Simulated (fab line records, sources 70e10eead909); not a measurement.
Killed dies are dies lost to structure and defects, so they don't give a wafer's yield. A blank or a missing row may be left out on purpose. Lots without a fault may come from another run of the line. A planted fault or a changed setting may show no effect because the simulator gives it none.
Chamber matching | flow nand_harc | NHARC_THIN_TSV_DEP_47 on pecvd-03: 3 sister chambers
The step deposits SiO2, target thk 200 nm. 3 wafers are shown with their chamber, then 7 later ones without.

WAFERS WITH THEIR CHAMBER
wafer  | chamber | throttle_valve_pct (%)
L647.6 | 0       | 16.7
L648.4 | 2       | 16.4
L648.5 | 1       | 16.8

WAFERS WITHOUT THEIR CHAMBER
wafer  | throttle_valve_pct (%)
L648.6 | 16.7
L652.2 | 17.0
L652.5 | 16.4
L652.6 | 16.9
L656.4 | 16.7
L656.5 | 17.1
L656.6 | 16.8

WHICH CHAMBER EACH WENT THROUGH
wafer  | from the rows above     | in truth
L648.6 | can't be placed: 0 or 1 | 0
L652.2 | can't be placed: 1 or 0 | 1
L652.5 | 2                       | 2
L652.6 | can't be placed: 1 or 0 | 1
L656.4 | can't be placed: 0 or 1 | 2
L656.5 | can't be placed: 1 or 0 | 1
L656.6 | can't be placed: 1 or 0 | 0
Placed correctly: 1 of 7. Can't be placed from these rows: 6 (the true chamber is among the candidates in 5). Placed wrongly: 0.
How it was worked out, from the rows above alone: a wafer's distance from a chamber is the root of the sum, over the readings, of the square of ((its reading less the chamber's mean) divided by the reading's scatter). The wafer belongs to the nearest chamber; if the next one is less than 2 further off, it can't be placed. A chamber's mean is the mean of its shown wafers. The scatter: with one shown wafer a chamber, the root of the mean of the squares of how far each hidden wafer lies from its nearest shown one.
